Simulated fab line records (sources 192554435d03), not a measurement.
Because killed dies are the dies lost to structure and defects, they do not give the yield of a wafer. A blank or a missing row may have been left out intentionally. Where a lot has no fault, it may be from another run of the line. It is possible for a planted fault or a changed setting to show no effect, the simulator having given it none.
fab line records | flow n5_finfet
record: lots: 10 | wafers: 30 | last_day: 17
route steps=1938 shown BEOL_M0@717 MIM_BOT_LITHO@1865 MIM_BOT_ETCH@1867 TV_LITHO@1886 PASSIVATION@1936
lots that met no fault: from a run of the same line without faults
start_h: start of the lot's first displayed wafer, in hours after the record's first day | wait_h: hours since the lot's step before | " same as the row above | L1.1+2: a row that stands for several wafers | - no value, or no start given | * or withheld: withheld | < > ~ a bound
route shown NAME@n: a module of which the file shows steps, and the number in the route of the first | usual: mean/standard deviation taken from wafers without a fault | same: alike in all rows | chamber/n: place in a boat | sites: each site's reading | _std_site: the standard deviation of these | _edge_site: the outer-site mean with the inner-site mean subtracted | radius_mm: how far each site lies from the wafer's centre | mask NAME#n: copy n | behind: the last tool/chamber to shape the wafer | hold: why the lot was held/for how many hours/how that ended | device: names the non-switching transistor (n, p or np) | end of line: the tests these same wafers got at the end of their route | a step given without rows: its recipe and nothing more | killed: dies lost to structure and defects at the first sort, not the wafer's yield | map: a wafer's dies, marking killed ones x, the rest . and places with no die _
set.NAME: the setting the step ran with; set.NAME@STEP: the setting that earlier step ran with | model.NAME: the simulator's own value behind a step, which no gauge read
route steps across a sampled set of lots; one table per step, one row per wafer
services: a tool's chamber out of use, with start hour (start_h, from the record's first day; less than 0 if before it), hours out, and reason
== steps ==
step: N5_BEOL_M0_STRIP_140
recipe: chemistry: CF4 | resist: SiARC | power_w: 300 | bias_power_w: 75 | pressure_mtorr: 50 | cf4_flow_sccm: 150 | rf_frequency_hz: 6e+07
usual: bias_power_w: 75.02/0.22 | drypump_motor_current_A: 5.6/0.44 | oes_product_au: 0.81/0.082 | power_w: 300.0/0.9 | rf_vpp_V: 271.5/1.8 | showerhead_plenum_p_Torr: 1.81/0.057 | throttle_valve_pct: 13.65/0.27
lot.wafer | tool        | chamber | start_h | wait_h | bias_power_w | drypump_motor_current_A | oes_product_au | power_w | rf_hours_counter_h | rf_vpp_V | showerhead_plenum_p_Torr | throttle_valve_pct
L797.1    | rie_diel-02 | 1       | 113.88  | 0.2    | 74.79        | 5.3                     | 0.67           | 300.7   | 247                | 271.3    | 1.76                     | 13.81
L797.5    | "           | 0       | "       | "      | 74.97        | 5.6                     | 0.77           | 299.8   | -                  | 273.5    | 1.79                     | 13.87
L797.6    | "           | 1       | "       | "      | 74.74        | 5.3                     | 0.67           | 300.3   | -                  | 269.9    | 1.76                     | 13.84
L799.4    | rie_diel-02 | 3       | 131.98  | 0.4    | 75.23        | 4.9                     | 0.75           | 300.6   | -                  | 269.6    | 1.80                     | 13.61
L799.5    | "           | 0       | "       | "      | 75.04        | 5.6                     | 0.76           | 301.0   | -                  | 270.6    | 1.79                     | 13.84
L799.6    | "           | 2       | "       | "      | 75.09        | 5.0                     | 0.72           | 298.8   | -                  | 270.0    | 1.72                     | 13.85
L800.1    | rie_diel-02 | 0       | 132.05  | 0.3    | 75.68        | 5.6                     | 0.75           | 301.1   | 161                | 270.3    | 1.79                     | 13.88
L800.2    | "           | 3       | "       | "      | 74.90        | 4.9                     | 0.74           | 299.4   | 144                | 271.2    | 1.80                     | 13.60
L800.6    | "           | 2       | "       | "      | 75.64        | 5.0                     | 0.72           | 299.3   | -                  | 268.8    | 1.72                     | 13.85
L802.4    | rie_diel-02 | 0       | 147.43  | 0.4    | 75.32        | 5.6                     | 0.75           | 299.7   | 166                | 272.2    | 1.79                     | 13.88
L802.5    | "           | 1       | "       | "      | 75.07        | 5.4                     | 0.94           | 300.8   | -                  | 271.1    | 1.76                     | 13.29
L802.6    | "           | 2       | "       | "      | 74.81        | 5.0                     | 0.71           | 299.1   | -                  | 268.4    | 1.71                     | 13.85
L803.1    | rie_diel-02 | 3       | 152.64  | 0.1    | 74.95        | 4.9                     | 0.74           | 300.8   | 151                | 272.0    | 1.80                     | 13.63
L803.3    | "           | 0       | "       | "      | 75.07        | 5.7                     | 0.76           | 301.5   | 167                | 271.1    | 1.79                     | 13.89
L803.4    | "           | 2       | "       | "      | 75.15        | 5.0                     | 0.71           | 298.5   | 170                | 267.4    | 1.71                     | 13.89
L812.1    | rie_diel-04 | 3       | 212.97  | 0.2    | 74.91        | 5.4                     | 0.78           | 300.8   | 100                | 272.6    | 1.81                     | 13.64
L812.4    | "           | 2       | "       | "      | 75.05        | 5.7                     | 0.87           | 301.6   | 31                 | 272.2    | 1.83                     | 13.73
L812.6    | "           | 1       | "       | "      | 75.02        | 4.7                     | 0.68           | 300.7   | -                  | 269.8    | 1.78                     | 13.96
L813.1    | rie_diel-04 | 1       | 219.88  | 0.2    | 75.44        | 4.7                     | 0.68           | 302.1   | 245                | 271.8    | 1.78                     | 13.97
L813.2    | "           | 3       | "       | "      | 75.20        | 5.4                     | 0.79           | 300.3   | 102                | 272.8    | 1.81                     | 13.66
L813.5    | "           | 0       | "       | "      | 75.09        | 5.5                     | 0.86           | 299.8   | -                  | 269.0    | 1.82                     | 13.62
L814.3    | rie_diel-01 | 2       | 227.06  | 0.1    | 75.23        | 5.6                     | 0.86           | 298.4   | 45                 | 273.4    | 1.89                     | 13.14
L814.4    | "           | 3       | "       | "      | 75.25        | 6.2                     | 0.78           | 298.9   | 115                | 273.1    | 1.87                     | 13.89
L814.6    | "           | 2       | "       | "      | 75.10        | 5.6                     | 0.88           | 299.1   | -                  | 272.7    | 1.90                     | 13.16
L816.1    | rie_diel-01 | 1       | 228.09  | 0.3    | 75.16        | 6.1                     | 0.74           | 300.3   | 134                | 270.2    | 1.74                     | 13.87
L816.4    | "           | 3       | "       | "      | 74.87        | 6.2                     | 0.79           | 301.1   | 115                | 272.4    | 1.87                     | 13.89
L816.6    | "           | 3       | "       | "      | 74.84        | 6.2                     | 0.79           | 299.4   | -                  | 272.1    | 1.87                     | 13.87
L820.3    | rie_diel-02 | 3       | 254.58  | 0.1    | 75.11        | 4.9                     | 0.72           | 300.7   | 186                | 271.0    | 1.79                     | 13.71
L820.4    | "           | 0       | "       | "      | 74.58        | 5.6                     | 0.71           | 302.0   | 200                | 270.4    | 1.78                     | 13.95
L820.6    | "           | 1       | "       | "      | 75.08        | 5.3                     | 0.86           | 299.7   | -                  | 269.7    | 1.75                     | 13.35
step: N5_MIM_BOT_LITHO_DESCUM_10
recipe: chemistry: O2 | time_s: 7.9 | source_power_w: 50 | bias_power_w: 20 | pressure_mtorr: 20 | rf_frequency_hz: 2.712e+07 | temp_c: 40 | o2_flow_sccm: 225
usual: bias_power_w: 20.01/0.059 | drypump_motor_current_A: 5.5/0.45 | oes_product_au: 0.78/0.076 | rf_vpp_V: 243.0/1.4 | showerhead_plenum_p_Torr: 2.09/0.072 | throttle_valve_pct: 20.57/0.28
lot.wafer | tool        | chamber | start_h | wait_h | bias_power_w | drypump_motor_current_A | oes_product_au | rf_hours_counter_h | rf_vpp_V | showerhead_plenum_p_Torr | throttle_valve_pct
L797.1    | rie_diel-02 | 2       | 256.54  | 0.0    | 19.96        | 5.0                     | 0.70           | 204                | 241.6    | 1.99                     | 20.83
L797.5    | "           | 1       | "       | "      | 19.96        | 5.4                     | 0.86           | -                  | 240.9    | 2.04                     | 20.20
L797.6    | "           | 0       | "       | "      | 20.01        | 5.6                     | 0.74           | -                  | 243.6    | 2.08                     | 20.83
L800.1    | rie_diel-04 | 3       | 270.01  | 0.0    | 19.97        | 5.4                     | 0.78           | 122                | 243.8    | 2.11                     | 20.65
L800.2    | "           | 2       | "       | "      | 20.03        | 5.7                     | 0.86           | 54                 | 243.2    | 2.13                     | 20.74
L800.6    | "           | 0       | "       | "      | 20.10        | 5.5                     | 0.85           | -                  | 243.6    | 2.12                     | 20.58
L799.4    | rie_diel-02 | 2       | 274.03  | 0.0    | 19.95        | 5.0                     | 0.69           | 210                | 241.2    | 1.99                     | 20.83
L799.5    | "           | 0       | "       | "      | 19.93        | 5.6                     | 0.73           | -                  | 242.7    | 2.08                     | 20.84
L799.6    | "           | 3       | "       | "      | 20.04        | 4.9                     | 0.72           | -                  | 243.0    | 2.09                     | 20.54
L802.4    | rie_diel-02 | 0       | 280.06  | 0.0    | 20.03        | 5.6                     | 0.72           | 209                | 242.4    | 2.08                     | 20.85
L802.5    | "           | 0       | "       | "      | 19.94        | 5.6                     | 0.72           | -                  | 242.1    | 2.08                     | 20.86
L802.6    | "           | 1       | "       | "      | 20.03        | 5.4                     | 0.86           | -                  | 244.5    | 2.03                     | 20.20
L803.1    | rie_diel-01 | 0       | 294.95  | 0.5    | 20.05        | 5.9                     | 0.88           | 56                 | 243.8    | 2.13                     | 20.27
L803.3    | "           | 1       | "       | "      | 20.01        | 6.1                     | 0.74           | 163                | 240.7    | 2.00                     | 20.75
L803.4    | "           | 0       | "       | "      | 20.13        | 5.9                     | 0.89           | -                  | 243.2    | 2.13                     | 20.29
L813.1    | rie_diel-01 | 3       | 351.37  | 0.0    | 20.11        | 6.2                     | 0.75           | 162                | 243.2    | 2.19                     | 20.96
L813.2    | "           | 0       | "       | "      | 20.00        | 5.9                     | 0.86           | 69                 | 243.0    | 2.12                     | 20.32
L813.5    | "           | 1       | "       | "      | 20.04        | 6.1                     | 0.70           | -                  | 239.1    | 1.99                     | 20.79
L812.1    | rie_diel-02 | 0       | 359.46  | 0.0    | 20.15        | 5.6                     | 0.71           | 238                | 240.9    | 2.07                     | 20.90
L812.4    | "           | 1       | "       | "      | 20.08        | 5.4                     | 0.82           | 76                 | 242.5    | 2.02                     | 20.25
L812.6    | "           | 3       | "       | "      | 20.02        | 4.9                     | 0.69           | -                  | 243.1    | 2.08                     | 20.57
L814.3    | rie_diel-01 | 3       | 363.10  | 0.0    | 19.97        | 6.2                     | 0.75           | 166                | 243.7    | 2.18                     | 20.98
L814.4    | "           | 0       | "       | "      | 20.09        | 5.9                     | 0.86           | 73                 | 243.1    | 2.12                     | 20.31
L814.6    | "           | 2       | "       | "      | 20.00        | 5.6                     | 0.83           | -                  | 245.4    | 2.21                     | 20.14
L816.1    | rie_diel-02 | 1       | 369.51  | 0.3    | 20.02        | 5.4                     | 0.80           | 79                 | 241.3    | 2.02                     | 20.25
L816.4    | "           | 2       | "       | "      | 20.12        | 5.0                     | 0.67           | 243                | 241.7    | 1.97                     | 20.89
L816.6    | "           | 3       | "       | "      | 20.03        | 4.9                     | 0.69           | -                  | 242.4    | 2.07                     | 20.61
L820.3    | rie_diel-02 | 3       | 400.81  | 0.2    | 19.99        | 4.9                     | 0.67           | -                  | 242.0    | 2.07                     | 20.61
L820.4    | "           | 1       | "       | "      | 20.05        | 5.4                     | 0.80           | -                  | 243.9    | 2.02                     | 20.26
L820.6    | "           | 1       | "       | "      | 19.94        | 5.4                     | 0.79           | -                  | 243.1    | 2.02                     | 20.29
step: N5_MIM_BOT_ETCH_ETCH_03
recipe: chemistry: Cl2/BCl3 | target_depth_a: 120 | pressure_mtorr: 8 | icp_w: 800 | bias_w: 100 | Cl2_flow_sccm: 20 | bcl3_flow_sccm: 80
usual: drypump_motor_current_A: 5.9/0.42 | oes_product_au: 0.78/0.091 | throttle_valve_pct: 27.62/0.12
lot.wafer | tool         | chamber | start_h | wait_h | drypump_motor_current_A | oes_product_au | rf_hours_counter_h | throttle_valve_pct
L797.1    | rie_metal-03 | 0       | 256.69  | 0.1    | 6.2                     | 0.76           | 47                 | 27.48
L797.5    | "            | 1       | "       | "      | 5.3                     | 0.90           | -                  | 27.69
L797.6    | "            | 0       | "       | "      | 6.2                     | 0.76           | -                  | 27.48
L800.1    | rie_metal-01 | 0       | 270.17  | 0.1    | 6.0                     | 0.65           | 104                | 27.73
L800.2    | "            | 1       | "       | "      | 5.6                     | 0.78           | 38                 | 27.62
L800.6    | "            | 1       | "       | "      | 5.6                     | 0.79           | -                  | 27.62
L799.4    | rie_metal-01 | 0       | 274.22  | 0.1    | 6.1                     | 0.64           | -                  | 27.75
L799.5    | "            | 0       | "       | "      | 6.0                     | 0.64           | -                  | 27.75
L799.6    | "            | 1       | "       | "      | 5.6                     | 0.79           | -                  | 27.62
L802.4    | rie_metal-01 | 0       | 280.25  | 0.1    | 6.0                     | 0.63           | -                  | 27.74
L802.5    | "            | 1       | "       | "      | 5.6                     | 0.78           | -                  | 27.61
L802.6    | "            | 0       | "       | "      | 6.1                     | 0.64           | -                  | 27.76
L803.1    | rie_metal-01 | 0       | 295.11  | 0.1    | 6.0                     | 0.64           | 106                | 27.76
L803.3    | "            | 0       | "       | "      | 6.0                     | 0.64           | -                  | 27.74
L803.4    | "            | 1       | "       | "      | 5.6                     | 0.77           | -                  | 27.60
L813.1    | rie_metal-03 | 1       | 351.53  | 0.1    | 5.3                     | 0.86           | 21                 | 27.69
L813.2    | "            | 0       | "       | "      | 6.2                     | 0.73           | 57                 | 27.52
L813.5    | "            | 1       | "       | "      | 5.3                     | 0.87           | -                  | 27.70
L812.1    | rie_metal-01 | 1       | 359.63  | 0.1    | 5.6                     | 0.76           | 46                 | 27.63
L812.4    | "            | 1       | "       | "      | 5.6                     | 0.75           | -                  | 27.63
L812.6    | "            | 1       | "       | "      | 5.6                     | 0.76           | -                  | 27.63
L814.3    | rie_metal-02 | 0       | 363.29  | 0.1    | 6.6                     | 0.76           | -                  | 27.80
L814.4    | "            | 1       | "       | "      | 6.5                     | 0.78           | -                  | 27.27
L814.6    | "            | 1       | "       | "      | 6.5                     | 0.79           | -                  | 27.28
L816.1    | rie_metal-01 | 1       | 369.67  | 0.1    | 5.5                     | 0.74           | 49                 | 27.61
L816.4    | "            | 1       | "       | "      | 5.6                     | 0.75           | -                  | 27.64
L816.6    | "            | 1       | "       | "      | 5.6                     | 0.74           | -                  | 27.64
L820.3    | rie_metal-03 | 0       | 401.03  | 0.1    | 6.2                     | 0.71           | -                  | 27.53
L820.4    | "            | 1       | "       | "      | 5.3                     | 0.85           | -                  | 27.71
L820.6    | "            | 1       | "       | "      | 5.3                     | 0.85           | -                  | 27.71
step: N5_PASSIVATION_DESCUM_12
recipe: chemistry: O2 | time_s: 7.9 | source_power_w: 50 | bias_power_w: 20 | pressure_mtorr: 20 | rf_frequency_hz: 2.712e+07 | temp_c: 40 | o2_flow_sccm: 225
usual: bias_power_w: 20.00/0.058 | drypump_motor_current_A: 5.5/0.48 | oes_product_au: 0.78/0.085 | rf_vpp_V: 243.1/1.3 | showerhead_plenum_p_Torr: 2.09/0.067 | throttle_valve_pct: 20.45/0.24
lot.wafer | tool        | chamber | start_h | wait_h | bias_power_w | drypump_motor_current_A | oes_product_au | rf_hours_counter_h | rf_vpp_V | showerhead_plenum_p_Torr | throttle_valve_pct
L797.1    | rie_diel-05 | 1       | 258.84  | 0.6    | 19.99        | 5.6                     | 0.90           | 18                 | 246.2    | 2.22                     | 20.46
L797.5    | "           | 0       | "       | "      | 19.98        | 5.3                     | 0.75           | -                  | 243.8    | 2.07                     | 20.15
L797.6    | "           | 3       | "       | "      | 19.93        | 5.4                     | 0.73           | -                  | 245.2    | 2.17                     | 20.43
L800.1    | rie_diel-03 | 1       | 271.61  | 0.0    | 19.86        | 5.2                     | 0.68           | 232                | 243.9    | 2.15                     | 20.43
L800.2    | "           | 0       | "       | "      | 20.03        | 5.4                     | 0.68           | 222                | 245.0    | 2.15                     | 20.47
L800.6    | "           | 2       | "       | "      | 20.04        | 4.8                     | 0.87           | -                  | 242.8    | 2.05                     | 19.92
L799.4    | rie_diel-06 | 1       | 275.98  | 0.6    | 20.12        | 5.3                     | 0.84           | 91                 | 242.7    | 2.11                     | 20.51
L799.5    | "           | 3       | "       | "      | 20.03        | 6.7                     | 0.83           | -                  | 244.8    | 2.12                     | 20.20
L799.6    | "           | 2       | "       | "      | 19.99        | 5.7                     | 0.72           | -                  | 241.1    | 2.00                     | 20.84
L802.4    | rie_diel-03 | 0       | 282.83  | 0.1    | 20.11        | 5.4                     | 0.68           | 225                | 244.1    | 2.15                     | 20.48
L802.5    | "           | 2       | "       | "      | 20.04        | 4.8                     | 0.87           | -                  | 242.4    | 2.05                     | 19.91
L802.6    | "           | 1       | "       | "      | 20.07        | 5.2                     | 0.68           | -                  | 244.9    | 2.14                     | 20.43
L803.1    | rie_diel-05 | 0       | 298.27  | 0.0    | 20.03        | 5.3                     | 0.74           | 196                | 241.9    | 2.07                     | 20.18
L803.3    | "           | 3       | "       | "      | 20.09        | 5.4                     | 0.72           | 207                | 244.4    | 2.17                     | 20.45
L803.4    | "           | 1       | "       | "      | 20.06        | 5.6                     | 0.89           | 30                 | 245.7    | 2.22                     | 20.47
L813.1    | rie_diel-05 | 1       | 357.54  | 0.0    | 19.97        | 5.6                     | 0.85           | 49                 | 244.6    | 2.21                     | 20.49
L813.2    | "           | 2       | "       | "      | 20.01        | 6.0                     | 0.90           | 36                 | 243.6    | 2.04                     | 20.45
L813.5    | "           | 2       | "       | "      | 19.92        | 6.0                     | 0.90           | -                  | 243.5    | 2.04                     | 20.45
L812.1    | rie_diel-03 | 3       | 361.11  | 0.1    | 20.05        | 5.1                     | 0.79           | 143                | 242.6    | 2.09                     | 20.34
L812.4    | "           | 1       | "       | "      | 19.96        | 5.2                     | 1.02           | 0                  | 241.7    | 2.14                     | 20.10
L812.6    | "           | 0       | "       | "      | 20.07        | 5.3                     | 0.66           | -                  | 244.3    | 2.15                     | 20.52
L814.3    | rie_diel-03 | 3       | 365.73  | 0.0    | 20.05        | 5.1                     | 0.78           | 144                | 242.3    | 2.09                     | 20.33
L814.4    | "           | 2       | "       | "      | 19.95        | 4.8                     | 0.84           | 55                 | 241.9    | 2.04                     | 19.98
L814.6    | "           | 3       | "       | "      | 19.93        | 5.1                     | 0.78           | -                  | 243.3    | 2.09                     | 20.34
L816.1    | rie_diel-06 | 3       | 379.36  | 0.3    | 19.93        | 6.8                     | 0.80           | 100                | 242.4    | 2.10                     | 20.25
L816.4    | "           | 0       | "       | "      | 19.98        | 5.5                     | 0.71           | -                  | 241.3    | 1.99                     | 20.74
L816.6    | "           | 3       | "       | "      | 19.95        | 6.8                     | 0.80           | -                  | 242.3    | 2.10                     | 20.24
L820.3    | rie_diel-05 | 1       | 404.21  | 0.3    | 19.93        | 5.6                     | 0.83           | 62                 | 245.7    | 2.21                     | 20.51
L820.4    | "           | 2       | "       | "      | 20.04        | 6.0                     | 0.87           | 49                 | 241.2    | 2.04                     | 20.48
L820.6    | "           | 2       | "       | "      | 20.01        | 6.0                     | 0.87           | -                  | 242.7    | 2.04                     | 20.46
step: N5_PASSIVATION_PROBE_49
usual: defect_limited_yield: 91.1/1.4 | killed_at_M0_to_M3: 35/8.7 | killed_at_M4_up: 14/5.3 | killed_at_contacts: 12/6.2 | killed_at_front_end: 41/12 | killed_at_other: 3.4/2.6 | killed_dies: 105/16 | killed_on_rim: 14/3.8 | killed_open: 67/13 | killed_short: 36/7.3 | sort_bin_5_function: 5.2/0.96 | sort_bin_6_memory: 3.3/0.6 | sort_n_pass: 1075/16 | sort_yield_pct: 91.1/1.4
same: gross_dies: 1180 | killed_at_back_side: 0 | sort_bin_4_leakage[%]: 0 | sort_bin_8_speed[%]: 0
lot.wafer | tool      | chamber | start_h | wait_h | defect_limited_yield[%] | killed_at_M0_to_M3 | killed_at_M4_up | killed_at_contacts | killed_at_front_end | killed_at_other | killed_dies | killed_on_rim | killed_open | killed_short | sort_bin_5_function[%] | sort_bin_6_memory[%] | sort_n_pass | sort_yield_pct[%]
L802.4    | prober-01 | -       | 290.67  | 0.4    | 90.7                    | 45                 | 16              | 9                  | 39                  | 1               | 110         | 19            | 78          | 32           | 5.9                    | 3.1                  | 1070        | 90.7
L802.5    | prober-01 | -       | 290.72  | 0.4    | 90.7                    | 41                 | 10              | 7                  | 52                  | 0               | 110         | 14            | 66          | 41           | 5.7                    | 3.1                  | 1070        | 90.7
L802.6    | prober-01 | -       | 290.77  | 0.5    | 84.0                    | 102                | 6               | 10                 | 66                  | 5               | 189         | 28            | 88          | 41           | 9.1                    | 4.9                  | 991         | 84.0
L803.1    | prober-01 | -       | 305.14  | 0.0    | 88.5                    | 46                 | 11              | 5                  | 69                  | 5               | 136         | 18            | 83          | 52           | 7.5                    | 3.6                  | 1044        | 88.5
L803.3    | prober-01 | -       | 305.24  | 0.1    | 91.2                    | 42                 | 8               | 6                  | 47                  | 1               | 104         | 12            | 69          | 35           | 5.6                    | 3.0                  | 1076        | 91.2
L803.4    | prober-01 | -       | 305.29  | 0.2    | 85.2                    | 89                 | 12              | 8                  | 66                  | 0               | 175         | 37            | 67          | 46           | 9.1                    | 3.5                  | 1005        | 85.2
L812.1    | prober-02 | -       | 368.30  | 0.0    | 90.6                    | 33                 | 16              | 16                 | 44                  | 2               | 111         | 13            | 79          | 31           | 5.7                    | 3.3                  | 1069        | 90.6
L812.4    | prober-02 | -       | 368.45  | 0.2    | 91.8                    | 36                 | 14              | 8                  | 39                  | 0               | 97          | 11            | 53          | 43           | 5.3                    | 2.7                  | 1083        | 91.8
L812.6    | prober-02 | -       | 368.55  | 0.3    | 91.7                    | 24                 | 26              | 8                  | 37                  | 3               | 98          | 16            | 66          | 29           | 5.0                    | 2.9                  | 1082        | 91.7
killed by level:class
L802.4 BEOL_M1:geometric_particle:open=14 FIN_SAQP:geometric_particle:open=11 BEOL_M2:geometric_particle:open=10 FIN_SAQP:geometric_particle:short=9 BEOL_M3:geometric_particle:open=8 MOL_CONTACT_COAG:geometric_particle:open=7 GATE_CUT:geometric_particle:short=5 BEOL_M5:geometric_particle:open=5
L802.5 FIN_SAQP:geometric_particle:open=19 FIN_SAQP:geometric_particle:short=14 BEOL_M0_SAQP:geometric_particle:open=8 GATE_CUT:geometric_particle:short=6 MOL_CONTACT_COAG:geometric_particle:open=6 BEOL_M0_SAQP:geometric_particle:short=6 BEOL_M1:geometric_particle:open=6 BEOL_M2:geometric_particle:open=5
L802.6 BEOL_M0:unspecified=58 FIN_SAQP:geometric_particle:open=21 BEOL_M0_SAQP:geometric_particle:open=19 FIN_SAQP:geometric_particle:short=17 STI_FIN_REVEAL:geometric_particle:open=15 BEOL_M0_SAQP:geometric_particle:short=10 BEOL_M3:geometric_particle:open=7 BEOL_M1:geometric_particle:open=7
L803.1 FIN_SAQP:geometric_particle:open=20 FIN_SAQP:geometric_particle:short=15 BEOL_M1:geometric_particle:open=12 BEOL_M0_SAQP:geometric_particle:short=11 BEOL_M0_SAQP:geometric_particle:open=8 STI_FIN_REVEAL:geometric_particle:open=6 DUMMY_GATE:geometric_particle:open=6 BEOL_M1:geometric_particle:short=5
L803.3 FIN_SAQP:geometric_particle:open=14 BEOL_M0_SAQP:geometric_particle:open=10 STI_FIN_REVEAL:geometric_particle:open=9 BEOL_M0_SAQP:geometric_particle:short=9 BEOL_M1:geometric_particle:open=8 BEOL_M1:geometric_particle:short=6 FIN_SAQP:geometric_particle:short=5 BEOL_M2:geometric_particle:open=5
L803.4 BEOL_M0:unspecified=57 FIN_SAQP:geometric_particle:open=17 BEOL_M0_SAQP:geometric_particle:open=15 FIN_SAQP:geometric_particle:short=14 GATE_CUT:geometric_particle:short=11 BEOL_M0_SAQP:geometric_particle:short=8 STI_FIN_REVEAL:geometric_particle:open=6 GATE_CUT:geometric_particle:open=6
L812.1 MOL_CONTACT_COAG:geometric_particle:open=16 STI_FIN_REVEAL:geometric_particle:open=12 BEOL_M3:geometric_particle:open=11 FIN_SAQP:geometric_particle:short=6 BEOL_M0_SAQP:geometric_particle:short=6 FIN_SAQP:geometric_particle:open=5 BEOL_M4:geometric_particle:open=5 GATE_CUT:geometric_particle:open=5
L812.4 BEOL_M0_SAQP:geometric_particle:short=10 BEOL_M4:geometric_particle:open=10 BEOL_M3:geometric_particle:short=9 BEOL_M0_SAQP:geometric_particle:open=8 STI_FIN_REVEAL:geometric_particle:open=7 MOL_CONTACT_COAG:geometric_particle:open=5 FIN_SAQP:geometric_particle:short=4 DUMMY_GATE:geometric_particle:open=4
L812.6 BEOL_M4:geometric_particle:open=14 STI_FIN_REVEAL:geometric_particle:open=8 MOL_CONTACT_COAG:geometric_particle:open=7 BEOL_M3:geometric_particle:open=6 BEOL_M0:geometric_particle:open=6 DUMMY_GATE:geometric_particle:open=5 FIN_SAQP:geometric_particle:short=4 GATE_CUT:geometric_particle:short=4
== services ==
tool         | chamber | start_h | hours | kind
rie_diel-03  | -       | 95.11   | 2.8   | pm
rie_diel-01  | 1       | 105.60  | 1.4   | repair
rie_metal-01 | 0       | 139.66  | 5.8   | repair
rie_metal-01 | 0       | 145.57  | 27.8  | repair
rie_metal-01 | -       | 151.98  | 1.0   | repair
rie_diel-02  | 0       | 180.49  | 4.4   | repair
rie_diel-03  | 2       | 208.36  | 12.5  | repair
rie_diel-03  | 3       | 217.87  | 22.0  | repair
rie_diel-02  | -       | 220.78  | 2.3   | repair
rie_diel-05  | 3       | 240.96  | 8.6   | repair
rie_diel-01  | 3       | 270.15  | 5.9   | repair
rie_diel-05  | 2       | 283.44  | 5.7   | repair
rie_diel-01  | 2       | 285.76  | 10.5  | repair
rie_diel-03  | 1       | 291.24  | 4.8   | repair
rie_diel-03  | -       | 296.14  | 0.2   | repair
rie_diel-01  | 0       | 307.46  | 4.7   | repair
rie_diel-01  | 0       | 314.89  | 13.9  | repair
rie_diel-01  | 1       | 329.92  | 2.2   | repair
rie_diel-03  | 0       | 341.19  | 7.5   | repair
rie_diel-01  | -       | 352.40  | 0.5   | repair
rie_metal-01 | -       | 373.40  | 2.8   | pm
rie_diel-01  | -       | 374.73  | 2.8   | pm
rie_diel-05  | 2       | 385.76  | 2.4   | repair
rie_diel-01  | 0       | 391.51  | 7.0   | repair
== key ==
first_sign: step: N5_PASSIVATION_PROBE_49 | reading: killed_at_M0_to_M3 | direction: up | sigmas: 7 | usual: 35 | struck: 96
effect: step: N5_PASSIVATION_PROBE_49 | reading: defect_limited_yield | direction: down | sigmas: 4.7 | usual: 91.1 | struck: 84.6
more_kills_born_at: N5_BEOL_M0_STRIP_140@rie_diel-02: 115
met_at N5_BEOL_M0_STRIP_140
struck_lots L802,L803
struck_wafers L802.6,L803.4
not_acting_at N5_MIM_BOT_LITHO_DESCUM_10,N5_MIM_BOT_ETCH_ETCH_03,N5_PASSIVATION_DESCUM_12
onset_between 132.05 147.43
fault: kind: chamber_particle_source | tool: rie_diel-02 | chamber: 2 | onset_h: 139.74 | steps: N5_BEOL_M0_STRIP_140 | rate_per_visit_cm2: 1.4971 | end_h: 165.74
